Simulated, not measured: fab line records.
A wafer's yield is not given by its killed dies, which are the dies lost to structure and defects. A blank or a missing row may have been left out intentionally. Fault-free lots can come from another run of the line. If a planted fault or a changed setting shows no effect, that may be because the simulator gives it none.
fab line records ; flow nandHarc
[record] lots = 14; wafers = 42; lastDay = 33
route steps=1302 shown A_STAIRCASE@672
lots untouched by any fault: they come from a run of this same line in which no faults occurred
startH: the number of hours between the record's first day and the start of the first shown wafer of the lot ; waitH: time in hours since the lot's previous step ; " as in the row above ; L1.1+2: a single row standing in for several wafers ; - value missing, or start not given ; * or withheld: withheld ; < > ~ a bound
route shown NAME@n: NAME is a module with steps in the file, n the number in the route of the first one ; usual: mean/standard deviation of fault-free wafers ; same: alike in all rows ; chamber/n: place in a boat ; sites: each site's reading ; _std_site: their standard deviation ; _edge_site: inner sites' mean taken away from outer sites' mean ; radiusMm: for every site, how far away it sits from the centre of the wafer ; mask NAME#n: copy n ; behind: the most recent tool/chamber to have shaped the wafer ; hold: reason for holding the lot/hours on hold/outcome of the hold ; device: which transistor (n, p or np) failed to switch ; end of line: the tests these same wafers got at the end of their route ; a step with no rows: only its recipe ; killed: count of dies lost to structure and defects at first sort (not the wafer's yield) ; map: a wafer's dies, marking killed ones x, the rest . and places with no die _
set.NAME: the run value of the setting; set.NAME@STEP: its run value at that earlier step ; model.NAME: the simulator's own value behind a step, which no gauge read
route steps across a sampled set of lots; one table per step, one row per wafer
services: from which hour (startH, from the record's first day; less than 0 if before it) a tool's chamber was out of use, for how many hours, and why
[[steps]]
[step NHARC_A_STAIRCASE_TRIM_16]
[recipe] timeS = 211.2; o2FlowSccm = 500; arFlowSccm = 0; biasW = 0; chemistry = O2
[usual] drypumpMotorCurrentA = 5.7/0.42; oesProductAu = 0.996/0.01; rfVppV = 57.8/0.84; runLengthS = 232.4/0.5; showerheadPlenumPTorr = 3.48/0.074; throttleValvePct = 17.036/0.0087
lot.wafer;tool;chamber;startH;waitH;drypumpMotorCurrentA;oesProductAu;rfHoursCounterH;rfVppV;runLengthS;showerheadPlenumPTorr;throttleValvePct
L251.3;rieDiel-08;1;-;-;5.7;0.995;47;57.3;231.5;3.52;17.049
L251.1;rieDiel-08;2;-;-;6.2;0.996;40;56.7;232.4;3.47;17.014
L251.5;rieDiel-08;0;-;-;5.5;0.989;-;57.3;232.5;3.51;17.045
L252.1;rieDiel-08;1;-;-;5.7;0.981;49;58.7;232.0;3.51;17.042
L252.4;rieDiel-08;3;-;-;5.9;0.988;55;58.7;232.8;3.44;17.049
L252.5;rieDiel-08;2;-;-;6.2;0.989;-;58.3;232.1;3.46;17.023
L254.1;rieDiel-07;0;-;-;6.3;0.990;30;57.9;232.4;3.44;17.023
L254.2;rieDiel-07;1;-;-;6.1;0.986;29;56.3;232.0;3.47;17.031
L254.5;rieDiel-07;1;-;-;6.1;0.983;-;57.1;232.1;3.47;17.052
L255.1;rieDiel-07;0;-;-;6.3;0.999;36;57.9;231.7;3.43;17.050
L255.3;rieDiel-07;1;-;-;6.1;1.004;35;57.6;232.0;3.46;17.057
L255.5;rieDiel-07;1;-;-;6.1;0.998;-;59.7;231.9;3.46;17.035
L259.3;rieDiel-08;3;-;-;5.9;0.992;22;57.2;233.1;3.43;17.031
L259.1;rieDiel-08;1;-;-;5.7;0.983;20;57.2;231.7;3.50;17.046
L259.6;rieDiel-08;0;-;-;5.5;0.984;-;56.9;232.3;3.49;17.040
L258.1;rieDiel-08;2;-;-;6.2;0.988;17;57.3;232.6;3.45;17.055
L258.4;rieDiel-08;3;-;-;5.9;0.995;22;58.5;233.0;3.43;17.033
L258.2;rieDiel-08;0;-;-;5.5;0.984;23;56.7;232.2;3.49;17.033
L257.2;rieDiel-11;0;-;-;5.8;0.990;3;57.0;231.6;3.51;17.038
L257.4;rieDiel-11;2;-;-;5.3;0.998;2;57.7;232.6;3.44;17.033
L257.5;rieDiel-11;0;-;-;5.7;1.001;-;59.7;231.7;3.51;17.023
L266.3;rieDiel-07;1;-;-;6.1;1.007;5;57.9;232.1;3.45;17.017
L266.2;rieDiel-07;3;-;-;5.0;1.000;7;57.5;232.9;3.47;17.042
L266.1;rieDiel-07;0;-;-;6.3;0.981;7;56.4;232.1;3.42;17.035
L264.3;rieDiel-07;2;-;-;5.4;1.008;7;59.9;232.4;3.71;17.031
L264.2;rieDiel-07;3;-;-;5.0;1.004;8;57.9;233.1;3.47;17.018
L264.6;rieDiel-07;3;-;-;5.0;1.002;-;59.2;232.9;3.47;17.023
L269.4;rieDiel-11;0;-;-;5.8;0.983;43;57.3;232.0;3.49;17.031
L269.6;rieDiel-11;2;-;-;5.4;0.992;-;57.9;232.8;3.42;17.027
L269.5;rieDiel-11;3;-;-;5.1;0.999;-;57.6;232.3;3.49;17.038
L270.2;rieDiel-08;1;-;-;5.6;0.996;1;58.6;231.8;3.49;17.032
L270.5;rieDiel-08;2;-;-;6.2;0.983;-;56.6;232.2;3.44;17.036
L270.6;rieDiel-08;3;-;-;5.9;0.990;-;58.2;232.8;3.42;17.029
L271.2;rieDiel-07;0;-;-;6.3;0.990;33;57.2;232.1;3.40;17.046
L271.1;rieDiel-07;1;-;-;6.1;0.997;29;57.4;232.2;3.44;17.028
L271.6;rieDiel-07;3;-;-;5.0;1.016;-;58.6;233.3;3.46;17.022
L272.1;rieDiel-07;0;-;-;6.3;0.985;34;56.5;232.5;3.40;17.039
L272.2;rieDiel-07;2;-;-;5.4;1.006;31;57.7;232.6;3.70;17.022
L272.5;rieDiel-07;0;-;-;6.2;0.984;-;56.7;231.8;3.40;17.050
L273.3;rieDiel-11;2;-;-;5.4;0.993;54;56.1;232.7;3.42;17.028
L273.1;rieDiel-11;3;-;-;5.1;1.011;57;58.6;232.7;3.49;17.039
L273.4;rieDiel-11;1;-;-;5.8;0.997;47;56.7;232.7;3.43;17.042
[step NHARC_A_STAIRCASE_TRIM_22]
[recipe] timeS = 211.2; o2FlowSccm = 500; arFlowSccm = 0; biasW = 0; chemistry = O2
[usual] drypumpMotorCurrentA = 5.7/0.4; oesProductAu = 0.995/0.011; rfVppV = 57.7/0.91; runLengthS = 232.3/0.49; showerheadPlenumPTorr = 3.49/0.078; throttleValvePct = 17.037/0.0095
lot.wafer;tool;chamber;startH;waitH;drypumpMotorCurrentA;oesProductAu;rfHoursCounterH;rfVppV;runLengthS;showerheadPlenumPTorr;throttleValvePct
L251.3;rieDiel-07;2;-;-;5.5;1.011;18;57.7;232.0;3.73;17.026
L251.1;rieDiel-07;3;-;-;5.0;1.017;13;58.4;232.9;3.49;17.032
L251.5;rieDiel-07;1;-;-;6.1;0.996;-;57.3;232.3;3.47;17.031
L252.1;rieDiel-08;0;-;-;5.5;0.982;51;57.7;232.4;3.51;17.032
L252.4;rieDiel-08;3;-;-;5.9;0.990;55;58.5;232.5;3.44;17.026
L252.5;rieDiel-08;0;-;-;5.5;0.983;-;56.0;232.5;3.51;17.049
L254.1;rieDiel-08;2;-;-;6.2;0.983;3;57.0;231.9;3.46;17.049
L254.2;rieDiel-08;3;-;-;5.9;1.009;2;56.6;233.0;3.44;17.030
L254.5;rieDiel-08;3;-;-;5.9;1.006;-;57.9;232.8;3.44;17.039
L255.1;rieDiel-08;0;-;-;5.5;0.977;9;57.4;232.3;3.50;17.048
L255.3;rieDiel-08;1;-;-;5.7;0.977;8;58.0;231.5;3.51;17.036
L255.5;rieDiel-08;0;-;-;5.4;0.983;-;57.2;232.2;3.50;17.038
L259.3;rieDiel-07;0;-;-;6.2;0.994;47;57.7;232.2;3.43;17.044
L259.1;rieDiel-07;1;-;-;6.1;0.979;48;57.7;232.0;3.46;17.027
L259.6;rieDiel-07;1;-;-;6.1;0.977;-;57.5;232.0;3.46;17.038
L258.4;rieDiel-08;3;-;-;5.9;0.997;23;57.6;232.8;3.43;17.054
L258.1;rieDiel-08;1;-;-;5.6;0.982;21;59.1;231.4;3.50;17.023
L258.2;rieDiel-08;2;-;-;6.2;0.986;18;57.6;232.2;3.45;17.026
L257.4;rieDiel-08;0;-;-;5.5;0.985;24;56.7;233.0;3.49;17.025
L257.2;rieDiel-08;1;-;-;5.7;0.985;21;56.8;231.6;3.50;17.030
L257.5;rieDiel-08;3;-;-;5.9;0.993;-;58.2;232.5;3.43;17.048
L266.1;rieDiel-07;1;-;-;6.1;1.004;6;59.4;232.2;3.45;17.046
L266.2;rieDiel-07;3;-;-;5.0;1.016;8;57.0;233.6;3.47;17.039
L266.3;rieDiel-07;0;-;-;6.3;0.989;8;57.6;232.1;3.42;17.046
L264.2;rieDiel-07;2;-;-;5.4;0.996;8;59.1;232.2;3.71;17.017
L264.3;rieDiel-07;3;-;-;5.0;0.996;9;57.5;232.9;3.47;17.036
L264.6;rieDiel-07;2;-;-;5.4;1.005;-;58.1;232.4;3.71;17.055
L269.4;rieDiel-11;3;-;-;5.1;1.011;47;58.0;232.0;3.49;17.048
L269.5;rieDiel-11;1;-;-;5.9;0.997;-;56.5;232.8;3.44;17.053
L269.6;rieDiel-11;2;-;-;5.3;0.997;-;58.1;232.6;3.42;17.048
L270.2;rieDiel-08;3;-;-;5.9;0.995;1;56.6;233.3;3.41;17.036
L270.6;rieDiel-08;2;-;-;6.2;0.991;-;56.4;231.9;3.44;17.042
L270.5;rieDiel-08;3;-;-;5.9;1.001;-;57.6;232.7;3.41;17.030
L271.2;rieDiel-08;2;-;-;6.2;0.992;1;57.1;231.8;3.44;17.048
L271.1;rieDiel-08;3;-;-;5.9;0.997;2;58.5;232.7;3.41;17.041
L271.6;rieDiel-08;2;-;-;6.2;0.982;-;57.8;231.8;3.44;17.049
L272.2;rieDiel-08;2;-;-;6.2;0.984;3;57.8;231.8;3.44;17.036
L272.1;rieDiel-08;3;-;-;5.9;0.998;3;57.6;232.7;3.41;17.035
L272.5;rieDiel-08;0;-;-;5.5;0.982;-;56.7;232.5;3.48;17.034
L273.3;rieDiel-07;0;-;-;6.3;0.981;35;58.0;231.6;3.40;17.040
L273.1;rieDiel-07;2;-;-;5.4;1.003;31;58.7;232.0;3.70;17.027
L273.4;rieDiel-07;3;-;-;5.0;1.004;27;57.5;233.0;3.46;17.037
[step NHARC_A_STAIRCASE_ETCH_23]
[recipe] targetDepthA = 1000; timeS = 40.5; ionEnergyEv = 400; c4f8FlowSccm = 20; o2FlowSccm = 10; arFlowSccm = withheld; rfW = 600; biasW = 1000; chemistry = C4F8/O2
[usual] oesProductAu = 0.945/0.015; rfVppV = 894.5/2.9
lot.wafer;tool;chamber;startH;waitH;oesProductAu;rfHoursCounterH;rfVppV
L251.1;rieDiel-07;3;-;-;0.946;13;893.5
L251.3;rieDiel-07;1;-;-;0.932;19;894.7
L251.5;rieDiel-07;3;-;-;0.951;-;894.7
L252.1;rieDiel-08;0;-;-;0.918;51;894.1
L252.4;rieDiel-08;2;-;-;0.928;42;894.8
L252.5;rieDiel-08;0;-;-;0.923;-;893.5
L254.1;rieDiel-08;2;-;-;0.932;3;893.7
L254.2;rieDiel-08;3;-;-;0.957;2;892.8
L254.5;rieDiel-08;2;-;-;0.933;-;892.8
L255.1;rieDiel-08;1;-;-;0.918;8;896.4
L255.3;rieDiel-08;3;-;-;0.940;10;892.4
L255.5;rieDiel-08;2;-;-;0.928;-;892.4
L259.3;rieDiel-07;3;-;-;0.961;38;894.5
L259.1;rieDiel-07;1;-;-;0.945;48;894.2
L259.6;rieDiel-07;2;-;-;0.977;-;902.6
L258.1;rieDiel-08;0;-;-;0.925;24;894.3
L258.2;rieDiel-08;1;-;-;0.924;21;895.6
L258.4;rieDiel-08;2;-;-;0.925;18;894.1
L257.2;rieDiel-08;3;-;-;0.944;23;890.8
L257.4;rieDiel-08;1;-;-;0.927;21;895.3
L257.5;rieDiel-08;3;-;-;0.941;-;892.8
L266.3;rieDiel-07;2;-;-;0.950;7;903.0
L266.1;rieDiel-07;3;-;-;0.957;8;894.8
L266.2;rieDiel-07;1;-;-;0.953;6;892.3
L264.2;rieDiel-07;1;-;-;0.939;7;893.3
L264.3;rieDiel-07;0;-;-;0.928;8;890.9
L264.6;rieDiel-07;2;-;-;0.952;-;902.1
L269.4;rieDiel-11;0;-;-;0.946;43;894.5
L269.6;rieDiel-11;1;-;-;0.941;-;891.5
L269.5;rieDiel-11;2;-;-;0.937;-;891.5
L270.2;rieDiel-08;3;-;-;0.940;1;893.3
L270.6;rieDiel-08;0;-;-;0.940;-;895.5
L270.5;rieDiel-08;1;-;-;0.948;-;895.2
L271.2;rieDiel-08;0;-;-;0.946;1;894.1
L271.1;rieDiel-08;1;-;-;0.952;1;894.4
L271.6;rieDiel-08;3;-;-;0.950;-;892.3
L272.2;rieDiel-08;0;-;-;0.939;3;894.5
L272.1;rieDiel-08;1;-;-;0.948;3;894.5
L272.5;rieDiel-08;0;-;-;0.936;-;894.0
L273.1;rieDiel-07;0;-;-;0.938;35;892.4
L273.3;rieDiel-07;1;-;-;0.955;31;891.7
L273.4;rieDiel-07;3;-;-;0.960;27;894.3
[step NHARC_A_STAIRCASE_TRIM_26]
[recipe] timeS = 211.2; o2FlowSccm = 500; arFlowSccm = 0; biasW = 0; chemistry = O2
[usual] drypumpMotorCurrentA = 5.7/0.41; oesProductAu = 0.997/0.012; rfVppV = 57.7/0.88; runLengthS = 232.3/0.49; showerheadPlenumPTorr = 3.49/0.086; throttleValvePct = 17.038/0.0098
lot.wafer;tool;chamber;startH;waitH;drypumpMotorCurrentA;oesProductAu;rfHoursCounterH;rfVppV;runLengthS;showerheadPlenumPTorr;throttleValvePct
L251.1;rieDiel-07;1;363.19;-;6.1;0.994;19;56.9;231.9;3.47;17.042
L251.3;rieDiel-07;2;363.19;-;5.5;1.022;18;57.9;232.1;3.73;17.037
L251.5;rieDiel-07;2;363.19;-;5.5;1.029;-;58.2;232.1;3.73;17.046
L252.1;rieDiel-08;1;370.01;-;5.6;1.003;50;58.3;231.6;3.51;17.034
L252.4;rieDiel-08;0;370.01;-;5.5;0.988;51;58.7;232.3;3.51;17.025
L252.5;rieDiel-08;1;370.01;-;5.7;0.997;-;59.0;231.5;3.51;17.060
L254.2;rieDiel-08;2;392.71;-;6.2;1.000;3;56.3;231.9;3.46;17.051
L254.1;rieDiel-08;1;392.71;-;5.6;0.976;3;56.9;232.2;3.51;17.041
L254.5;rieDiel-08;3;392.71;-;6.0;1.007;-;57.6;232.6;3.44;17.026
L255.1;rieDiel-08;1;412.59;-;5.6;0.982;8;56.1;231.7;3.51;17.049
L255.3;rieDiel-08;2;412.59;-;6.2;1.004;9;57.4;231.9;3.46;17.046
L255.5;rieDiel-08;2;412.59;-;6.2;1.001;-;57.3;232.1;3.46;17.048
L259.1;rieDiel-07;2;451.54;-;5.4;1.006;43;57.5;232.5;3.72;17.022
L259.3;rieDiel-07;3;451.54;-;5.0;1.009;38;58.8;233.4;3.48;17.047
L259.6;rieDiel-07;1;451.54;-;6.1;0.990;-;57.2;232.2;3.46;17.028
L258.2;rieDiel-08;3;455.69;-;5.9;0.996;23;57.9;232.8;3.43;17.022
L258.1;rieDiel-08;1;455.69;-;5.6;0.980;21;58.7;297.9;3.50;17.036
L258.4;rieDiel-08;2;455.69;-;6.2;0.992;18;58.4;231.8;3.45;17.057
L257.4;rieDiel-08;1;455.89;-;5.7;0.968;21;58.2;298.0;3.50;17.038
L257.2;rieDiel-08;2;455.89;-;6.2;0.988;18;57.1;232.1;3.45;17.034
L257.5;rieDiel-08;0;455.89;-;5.4;0.983;-;58.9;232.2;3.49;17.048
L266.1;rieDiel-07;1;511.11;-;6.1;1.002;7;56.4;232.1;3.45;17.029
L266.2;rieDiel-07;2;511.11;-;5.4;1.005;7;58.3;232.3;3.71;17.053
L266.3;rieDiel-07;0;511.11;-;6.2;0.980;8;56.6;232.1;3.42;17.045
L264.2;rieDiel-07;2;511.98;-;5.4;1.007;8;59.1;232.2;3.71;17.019
L264.3;rieDiel-07;3;511.98;-;5.0;1.011;9;56.3;232.9;3.47;17.038
L264.6;rieDiel-07;2;511.98;-;5.4;1.009;-;56.8;232.3;3.71;17.035
L269.4;rieDiel-11;1;550.61;-;5.9;0.997;40;57.5;233.3;3.44;17.043
L269.5;rieDiel-11;1;550.61;-;5.9;0.993;-;56.4;232.8;3.44;17.031
L269.6;rieDiel-11;2;550.61;-;5.3;0.983;-;58.6;232.9;3.42;17.032
L270.2;rieDiel-08;1;569.93;-;5.6;0.999;1;57.9;231.4;3.49;17.032
L270.6;rieDiel-08;2;569.93;-;6.2;0.978;-;57.9;231.8;3.44;17.038
L270.5;rieDiel-08;3;569.93;-;5.9;0.992;-;57.5;232.8;3.41;17.046
L271.2;rieDiel-08;1;574.42;-;5.6;1.008;2;56.7;231.7;3.49;17.040
L271.1;rieDiel-08;2;574.42;-;6.2;0.990;2;57.7;232.1;3.44;17.059
L271.6;rieDiel-08;1;574.42;-;5.6;0.996;-;58.0;231.9;3.49;17.056
L272.2;rieDiel-08;2;579.17;-;6.2;0.994;3;57.7;231.8;3.44;17.031
L272.1;rieDiel-08;1;579.17;-;5.6;0.999;3;58.0;231.5;3.49;17.053
L272.5;rieDiel-08;2;579.17;-;6.2;0.999;-;58.0;231.8;3.44;17.045
L273.3;rieDiel-07;0;579.38;-;6.2;0.982;35;57.4;232.2;3.40;17.033
L273.4;rieDiel-07;1;579.38;-;6.1;0.998;31;56.3;232.0;3.44;17.042
L273.1;rieDiel-07;2;579.38;-;5.4;1.003;31;57.8;232.5;3.70;17.038
[[services]]
tool;chamber;startH;hours;kind
rieDiel-08;0;354.78;-;clean
rieDiel-08;1;354.78;-;clean
rieDiel-08;2;354.78;-;clean
rieDiel-08;3;354.78;-;clean
rieDiel-11;-;369.59;0.5;repair
rieDiel-08;-;376.42;9.0;pm
rieDiel-08;0;376.42;9.0;ventCycle
rieDiel-08;1;376.42;9.0;ventCycle
rieDiel-08;2;376.42;9.0;ventCycle
rieDiel-08;3;376.42;9.0;ventCycle
rieDiel-08;0;385.42;-;clean
rieDiel-08;0;385.42;-;consumableReplace:esc
rieDiel-08;1;385.42;-;clean
rieDiel-08;1;385.42;-;consumableReplace:focusRing
rieDiel-08;2;385.42;-;clean
rieDiel-08;3;385.42;-;clean
rieDiel-07;2;409.37;8.9;repair
rieDiel-11;-;432.55;9.0;pm
rieDiel-08;0;456.02;8.7;repair
rieDiel-07;-;474.08;9.0;pm
rieDiel-08;3;508.36;2.5;repair
rieDiel-08;2;527.73;2.6;repair
rieDiel-07;3;537.09;21.7;repair
rieDiel-08;-;553.42;9.0;pm
[[key]]
[firstSign] step = NHARC_A_STAIRCASE_TRIM_26; reading = runLengthS; direction = up; sigmas = 99+; usual = *; struck = *
effect none on later readings
metAt NHARC_A_STAIRCASE_TRIM_26
struckLots L257,L258
struckWafers L257.4,L258.1
laterRowsLeftOut L257.4,L258.1
sortLeftOut L257.4,L258.1
testerLeftOut L257,L258
notActingAt NHARC_A_STAIRCASE_TRIM_16,NHARC_A_STAIRCASE_TRIM_22,NHARC_A_STAIRCASE_ETCH_23
onsetBetween 412.59 455.69
[fault] kind = processParameterDrift; tool = rieDiel-08; chamber = 1; onsetH = 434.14; steps = NHARC_A_STAIRCASE_TRIM_26; channel = timeS; offset = *; shape = step; endH = 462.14; actsIn = *; stated = *
// testerLeftOut: of these lots the tester's yield and bins aren't shown, on N5 and GAA mostly nor the transistor test; their killed dies are dies lost to structure and defects alone, not to doping, threshold or leakage, so they don't give the yield
// sortLeftOut: the simulated sort isn't trusted on such a fault, so these wafers' sort isn't shown, and their yield isn't known
// laterRowsLeftOut: the simulator's readings of these wafers behind a module that went badly wrong aren't trusted and aren't shown, but for the sort
